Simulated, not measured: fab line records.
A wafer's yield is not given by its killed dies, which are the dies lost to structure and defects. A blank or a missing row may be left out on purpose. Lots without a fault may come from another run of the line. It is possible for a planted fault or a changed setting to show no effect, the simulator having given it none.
The tool behind it: which one?	flow n5_finfet	24 lots with 72 wafers sampled at 6 steps, on a route of 1938 steps

== WHAT EACH GAUGE READ, for each wafer ==
The record holds no reading of a measuring or inspecting step that can be judged against a usual standard deviation.

== WHICH TOOL RAN EACH LOT (tool, then ch and the chambers of the sampled wafers, then the start) ==
lot	N5_GATE_CUT_STRIP_59	N5_GATE_CUT_VAPOR_ETCH_51	N5_GATE_CUT_CMP_61	N5_MOL_CONTACT_COAG_ALD_20	N5_MOL_CONTACT_COAG_SPUTTER_143	N5_MOL_CONTACT_COAG_SPUTTER_130
L074	rie_diel-03 ch 0,1,2, day 4 14:00	rie_metal-03 ch 0,1, day 4 17:57	cmp-04 ch 1,2, day 4 21:22	ald_metal-01 ch 2,3, day 4 23:55	pvd_sputter-03, day 5 01:14	pvd_sputter-01, day 5 04:50
L075	rie_diel-03 ch 2,3, day 4 16:09	rie_metal-01 ch 1, day 4 20:35	cmp-04 ch 0,2, day 4 23:47	ald_metal-01 ch 0,2,3, day 5 01:32	pvd_sputter-03, day 5 03:58	pvd_sputter-02, day 5 05:47
L076	rie_diel-03 ch 0,2, day 5 00:01	rie_metal-02 ch 0, day 5 03:55	cmp-02 ch 2,3, day 5 06:25	ald_metal-02 ch 0,3, day 5 08:22	pvd_sputter-03, day 5 09:50	pvd_sputter-03, day 5 11:50
L077	rie_diel-03 ch 0,3, day 5 06:39	rie_metal-03 ch 0,1, day 5 12:14	cmp-01 ch 1,2,3, day 5 14:49	ald_metal-01 ch 0,2,3, day 5 16:40	pvd_sputter-02, day 5 17:37	pvd_sputter-02, day 5 20:46
L078	rie_diel-02 ch 0,1,2, day 5 17:16	rie_metal-02 ch 0,1, day 5 21:12	cmp-02 ch 0,1,2, day 5 23:48	ald_metal-02 ch 1,2,3, day 6 01:28	pvd_sputter-02, day 6 04:02	pvd_sputter-02, day 6 07:22
L079	rie_diel-02 ch 0,2, day 5 20:09	rie_metal-01 ch 1, day 6 00:16	cmp-04 ch 1,2,3, day 6 03:26	ald_metal-03 ch 0,3, day 6 07:08	pvd_sputter-01, day 6 08:10	pvd_sputter-02, day 6 11:29
L081	rie_diel-01 ch 0,1, day 6 02:42	rie_metal-01 ch 0,1, day 6 06:47	cmp-01 ch 0,3, day 6 10:08	ald_metal-02 ch 0,1,3, day 6 11:50	pvd_sputter-02, day 6 15:38	pvd_sputter-01, day 6 17:23
L080	rie_diel-02 ch 1,2, day 6 05:16	rie_metal-01 ch 0,1, day 6 09:17	cmp-01 ch 2,3, day 6 12:10	ald_metal-03 ch 2,3, day 6 15:29	pvd_sputter-02, day 6 16:36	pvd_sputter-01, day 6 20:40
L082	rie_diel-01 ch 0,2,3, day 6 12:16	rie_metal-01 ch 0,1, day 6 16:23	cmp-01 ch 1,2,3, day 6 19:00	ald_metal-03 ch 1,2, day 6 20:33	pvd_sputter-01, day 6 21:40	pvd_sputter-03, day 7 00:16
L083	rie_diel-01 ch 1,3, day 6 19:20	rie_metal-02 ch 0, day 6 23:24	cmp-02 ch 1,2,3, day 7 01:56	ald_metal-02 ch 0,2,3, day 7 03:36	pvd_sputter-03, day 7 06:26	pvd_sputter-01, day 7 09:46
L084	rie_diel-01 ch 0,3, day 6 22:16	rie_metal-03 ch 0,1, day 7 02:10	cmp-02 ch 0,1,3, day 7 04:40	ald_metal-03 ch 1,2, day 7 06:18	pvd_sputter-02, day 7 07:16	pvd_sputter-03, day 7 09:57
L085	rie_diel-01 ch 0,1,3, day 7 03:01	rie_metal-01 ch 0,1, day 7 06:56	cmp-02 ch 1,2,3, day 7 09:26	ald_metal-03 ch 1,3, day 7 11:22	pvd_sputter-01, day 7 13:14	pvd_sputter-02, day 7 16:58
L086	rie_diel-03 ch 0,1,2, day 7 08:35	rie_metal-03 ch 0,1, day 7 12:37	cmp-02 ch 0,1,3, day 7 15:17	ald_metal-03 ch 0,1,3, day 7 16:55	pvd_sputter-01, day 7 17:36	pvd_sputter-02, day 7 21:05
L087	rie_diel-03 ch 0,3, day 7 17:56	rie_metal-02 ch 0,1, day 7 21:51	cmp-01 ch 1,3, day 8 00:23	ald_metal-02 ch 2,3, day 8 02:03	pvd_sputter-02, day 8 02:55	pvd_sputter-01, day 8 07:43
L088	rie_diel-01 ch 0,2,3, day 7 22:10	rie_metal-02 ch 0,1, day 8 02:04	cmp-04 ch 1,2,3, day 8 04:40	ald_metal-03 ch 1,2,3, day 8 07:56	pvd_sputter-01, day 8 08:46	pvd_sputter-02, day 8 11:41
L089	rie_diel-02 ch 0,2, day 8 01:58	rie_metal-03 ch 0,1, day 8 06:07	cmp-04 ch 0,2, day 8 08:46	ald_metal-03 ch 0,1, day 8 11:52	pvd_sputter-03, day 8 13:07	pvd_sputter-02, day 8 15:09
L090	rie_diel-01 ch 0,2,3, day 8 08:50	rie_metal-02 ch 0,1, day 8 12:53	cmp-04 ch 0,2,3, day 8 17:01	ald_metal-03 ch 0,1,3, day 8 19:11	pvd_sputter-01, day 8 19:59	pvd_sputter-02, day 8 23:23
L091	rie_diel-03 ch 1,2, day 8 17:17	rie_metal-03 ch 0,1, day 8 21:13	cmp-04 ch 0,1,2, day 8 23:42	ald_metal-03 ch 2,3, day 9 02:13	pvd_sputter-02, day 9 03:19	pvd_sputter-03, day 9 05:11
L092	rie_diel-03 ch 0,1,3, day 9 01:29	rie_metal-01 ch 0,1, day 9 05:43	cmp-02 ch 0,3, day 9 08:14	ald_metal-03 ch 0,2,3, day 9 10:16	pvd_sputter-02, day 9 11:08	pvd_sputter-01, day 9 15:22
L093	rie_diel-01 ch 0,2,3, day 9 04:02	rie_metal-03 ch 0,1, day 9 08:23	cmp-01 ch 0,1,3, day 9 10:53	ald_metal-03 ch 1,2,3, day 9 15:02	pvd_sputter-01, day 9 18:24	pvd_sputter-03, day 9 20:59
L094	rie_diel-01 ch 0,2,3, day 9 11:40	rie_metal-01 ch 0,1, day 9 16:08	cmp-02 ch 1,2,3, day 9 18:40	ald_metal-01 ch 0,1,3, day 9 20:46	pvd_sputter-03, day 9 22:11	pvd_sputter-01, day 10 03:26
L095	rie_diel-03 ch 0,2, day 9 16:42	rie_metal-02 ch 1, day 9 20:56	cmp-01 ch 0,3, day 9 23:25	ald_metal-03 ch 0,1,2, day 10 03:24	pvd_sputter-01, day 10 09:24	pvd_sputter-03, day 10 12:53
L096	rie_diel-03 ch 1,3, day 10 02:28	rie_metal-02 ch 0,1, day 10 06:23	cmp-02 ch 0,2,3, day 10 09:30	ald_metal-03 ch 2,3, day 10 12:32	pvd_sputter-03, day 10 15:56	pvd_sputter-03, day 10 17:57
L097	rie_diel-01 ch 1,2,3, day 10 06:17	rie_metal-01 ch 0,1, day 10 10:49	cmp-01 ch 1,2, day 10 13:19	ald_metal-03 ch 2,3, day 10 16:35	pvd_sputter-02, day 10 18:16	pvd_sputter-02, day 10 20:44
- N5_GATE_CUT_STRIP_59: strips in N2/H2, time 20 s.
- N5_GATE_CUT_VAPOR_ETCH_51: etches HfO2 in BCl3/Cl2.
- N5_GATE_CUT_CMP_61: polishes, stops on SiNx, t overpolish 3 s.
- N5_MOL_CONTACT_COAG_ALD_20: deposits TiN, target thk 1.5 nm, pulse time 1 s, purge time 3 s.
- N5_MOL_CONTACT_COAG_SPUTTER_143: material Co, target thk 2.5 nm.
- N5_MOL_CONTACT_COAG_SPUTTER_130: material Co, target thk 47.5 nm.

== WHAT THE TOOLS THEMSELVES READ (means of the sampled wafers that have a number; where no wafer has one, the mark that the record gives instead) ==
N5_GATE_CUT_STRIP_59. Usual: bias_power_w 3.000 W, standard deviation 0.0091; drypump_motor_current_A 5.7 A, standard deviation 0.35; oes_product_au 0.76 a.u., standard deviation 0.061; rf_vpp_V 45.3 V, standard deviation 0.94; showerhead_plenum_p_Torr 3.38 Torr, standard deviation 0.098; throttle_valve_pct 12.44 %, standard deviation 0.2.
lot	tool	bias_power_w (W)	drypump_motor_current_A (A)	oes_product_au (a.u.)	rf_vpp_V (V)	showerhead_plenum_p_Torr (Torr)	throttle_valve_pct (%)	flag
L074	rie_diel-03	2.996	5.6	0.75	44.9	3.32	12.47	
L075	rie_diel-03	3.006	5.4	0.78	44.0	3.37	12.38	
L076	rie_diel-03	2.991	5.4	0.78	44.5	3.38	12.36	
L077	rie_diel-03	2.996	5.5	0.76	45.1	3.36	12.51	
L078	rie_diel-02	3.000	5.7	0.79	45.0	3.40	12.23	
L079	rie_diel-02	3.000	5.7	0.78	45.2	3.35	12.26	
L081	rie_diel-01	2.986	5.8	0.74	45.0	3.38	12.48	
L080	rie_diel-02	3.001	5.6	0.74	45.3	3.46	12.44	
L082	rie_diel-01	3.002	5.9	0.74	44.7	3.38	12.46	
L083	rie_diel-01	2.990	6.2	0.75	44.4	3.33	12.49	
L084	rie_diel-01	3.003	6.2	0.74	45.0	3.29	12.41	
L085	rie_diel-01	2.994	6.1	0.74	44.8	3.33	12.48	
L086	rie_diel-03	3.005	5.6	0.74	45.3	3.31	12.52	
L087	rie_diel-03	3.004	5.5	0.75	45.2	3.35	12.55	
L088	rie_diel-01	3.000	5.9	0.73	44.7	3.38	12.49	
L089	rie_diel-02	3.008	5.8	0.81	44.7	3.32	12.08	
L090	rie_diel-01	3.007	5.9	0.73	45.2	3.37	12.49	
L091	rie_diel-03	3.004	5.5	0.83	45.5	3.44	12.31	
L092	rie_diel-03	2.992	5.6	0.81	46.3	3.43	12.42	
L093	rie_diel-01	2.999	5.9	0.72	45.1	3.37	12.50	
L094	rie_diel-01	3.002	5.9	0.72	44.7	3.37	12.51	
L095	rie_diel-03	2.995	5.4	0.74	46.0	3.36	12.48	
L096	rie_diel-03	2.998	5.8	0.85	45.4	3.50	12.32	
L097	rie_diel-01	2.998	6.0	0.73	45.2	3.36	12.55	

N5_GATE_CUT_VAPOR_ETCH_51. Usual: drypump_motor_current_A 5.7 A, standard deviation 0.48; he_backside_leak_sccm 3.37 sccm, standard deviation 0.27; oes_product_au 0.77 a.u., standard deviation 0.12.
lot	tool	drypump_motor_current_A (A)	he_backside_leak_sccm (sccm)	oes_product_au (a.u.)	flag
L074	rie_metal-03	6.1	3.31	0.91	
L075	rie_metal-01	4.9	3.76	0.64	
L076	rie_metal-02	5.4	3.17	0.91	
L077	rie_metal-03	5.8	3.57	0.92	
L078	rie_metal-02	5.6	3.20	0.82	
L079	rie_metal-01	4.9	3.56	0.64	
L081	rie_metal-01	5.7	3.64	0.63	
L080	rie_metal-01	5.3	3.64	0.63	
L082	rie_metal-01	5.3	3.62	0.63	
L083	rie_metal-02	5.4	3.01	0.88	
L084	rie_metal-03	6.1	3.52	0.89	
L085	rie_metal-01	5.3	3.55	0.63	
L086	rie_metal-03	6.1	3.48	0.88	
L087	rie_metal-02	5.6	3.29	0.80	
L088	rie_metal-02	5.5	3.05	0.83	
L089	rie_metal-03	5.8	3.37	0.88	
L090	rie_metal-02	5.5	3.18	0.82	
L091	rie_metal-03	6.1	3.35	0.87	
L092	rie_metal-01	5.7	3.34	0.62	
L093	rie_metal-03	6.1	3.28	0.86	
L094	rie_metal-01	5.3	3.65	0.62	
L095	rie_metal-02	5.8	3.03	0.77	
L096	rie_metal-02	5.5	3.12	0.82	
L097	rie_metal-01	5.3	3.59	0.62	

N5_GATE_CUT_CMP_61. Usual: motor_current_A at 11.5 A, with a standard deviation of 1.1.
lot	tool	motor_current_A (A)	flag
L074	cmp-04	12.5	
L075	cmp-04	10.9	
L076	cmp-02	11.5	
L077	cmp-01	11.1	
L078	cmp-02	11.4	
L079	cmp-04	12.4	
L081	cmp-01	10.6	
L080	cmp-01	10.6	
L082	cmp-01	10.9	
L083	cmp-02	11.2	
L084	cmp-02	11.7	
L085	cmp-02	11.7	
L086	cmp-02	11.8	
L087	cmp-01	11.3	
L088	cmp-04	12.4	
L089	cmp-04	10.5	
L090	cmp-04	11.4	
L091	cmp-04	11.2	
L092	cmp-02	12.7	
L093	cmp-01	11.1	
L094	cmp-02	11.1	
L095	cmp-01	10.8	
L096	cmp-02	12.2	
L097	cmp-01	11.6	

N5_MOL_CONTACT_COAG_ALD_20. Usual: heater_power_w 855 W, standard deviation 64; precursor_pulse_height_rel 1.004, standard deviation 0.019.
lot	tool	heater_power_w (W)	precursor_pulse_height_rel	flag
L074	ald_metal-01	1015	1.016	
L075	ald_metal-01	950	1.000	
L076	ald_metal-02	832	0.992	
L077	ald_metal-01	951	0.994	
L078	ald_metal-02	812	0.994	
L079	ald_metal-03	856	0.980	
L081	ald_metal-02	839	1.006	
L080	ald_metal-03	813	0.989	
L082	ald_metal-03	828	0.995	
L083	ald_metal-02	811	1.006	
L084	ald_metal-03	814	1.016	
L085	ald_metal-03	910	0.995	
L086	ald_metal-03	887	1.015	
L087	ald_metal-02	790	1.006	
L088	ald_metal-03	848	1.002	
L089	ald_metal-03	876	1.010	
L090	ald_metal-03	881	0.984	
L091	ald_metal-03	861	1.004	
L092	ald_metal-03	850	1.003	
L093	ald_metal-03	870	1.021	
L094	ald_metal-01	854	1.000	
L095	ald_metal-03	849	0.994	
L096	ald_metal-03	830	1.022	
L097	ald_metal-03	871	1.017	

N5_MOL_CONTACT_COAG_SPUTTER_143. Usual: throttle_valve_pct at 30.7 %, with a standard deviation of 0.97.
lot	tool	throttle_valve_pct (%)	flag
L074	pvd_sputter-03	30.8	
L075	pvd_sputter-03	29.6	
L076	pvd_sputter-03	30.9	
L077	pvd_sputter-02	31.5	
L078	pvd_sputter-02	31.4	
L079	pvd_sputter-01	30.8	
L081	pvd_sputter-02	30.9	
L080	pvd_sputter-02	30.5	
L082	pvd_sputter-01	31.2	
L083	pvd_sputter-03	31.0	
L084	pvd_sputter-02	31.3	
L085	pvd_sputter-01	31.2	
L086	pvd_sputter-01	30.8	
L087	pvd_sputter-02	31.4	
L088	pvd_sputter-01	30.3	
L089	pvd_sputter-03	30.9	
L090	pvd_sputter-01	31.2	
L091	pvd_sputter-02	31.5	
L092	pvd_sputter-02	30.6	
L093	pvd_sputter-01	30.8	
L094	pvd_sputter-03	29.9	
L095	pvd_sputter-01	30.5	
L096	pvd_sputter-03	30.2	
L097	pvd_sputter-02	31.1	

N5_MOL_CONTACT_COAG_SPUTTER_130. Usual: throttle_valve_pct at 30.8 %, with a standard deviation of 0.98.
lot	tool	throttle_valve_pct (%)	flag
L074	pvd_sputter-01	31.4	
L075	pvd_sputter-02	30.2	
L076	pvd_sputter-03	30.4	
L077	pvd_sputter-02	30.8	
L078	pvd_sputter-02	31.4	
L079	pvd_sputter-02	31.4	
L081	pvd_sputter-01	29.9	
L080	pvd_sputter-01	30.8	
L082	pvd_sputter-03	30.9	
L083	pvd_sputter-01	30.4	
L084	pvd_sputter-03	30.2	
L085	pvd_sputter-02	30.5	
L086	pvd_sputter-02	30.7	
L087	pvd_sputter-01	30.6	
L088	pvd_sputter-02	30.6	
L089	pvd_sputter-02	30.6	
L090	pvd_sputter-02	30.6	
L091	pvd_sputter-03	30.4	
L092	pvd_sputter-01	30.4	
L093	pvd_sputter-03	29.9	
L094	pvd_sputter-01	30.9	
L095	pvd_sputter-03	30.7	
L096	pvd_sputter-03	30.9	
L097	pvd_sputter-02	30.8	

== THE ANSWER, worked out from the rows above alone ==
Rule: a lot counts as off when the mean over its wafers that have a number is more than 3 standard deviations away from the usual mean. A lot without any number at a reading at which 4 lots or more have one is off too. Where the step has rows for the other lots, those lots are counted as sound. The gauges are gone through in route order, then the tools' own readings, and for those a lot's mean is taken as printed above. At the first step where some lot is off, the reading lying furthest off is the one used; lots without a number count as furthest.
None of the lots is off at any reading shown; this tells nothing.

== WHAT THE SIMULATOR PUT IN ==
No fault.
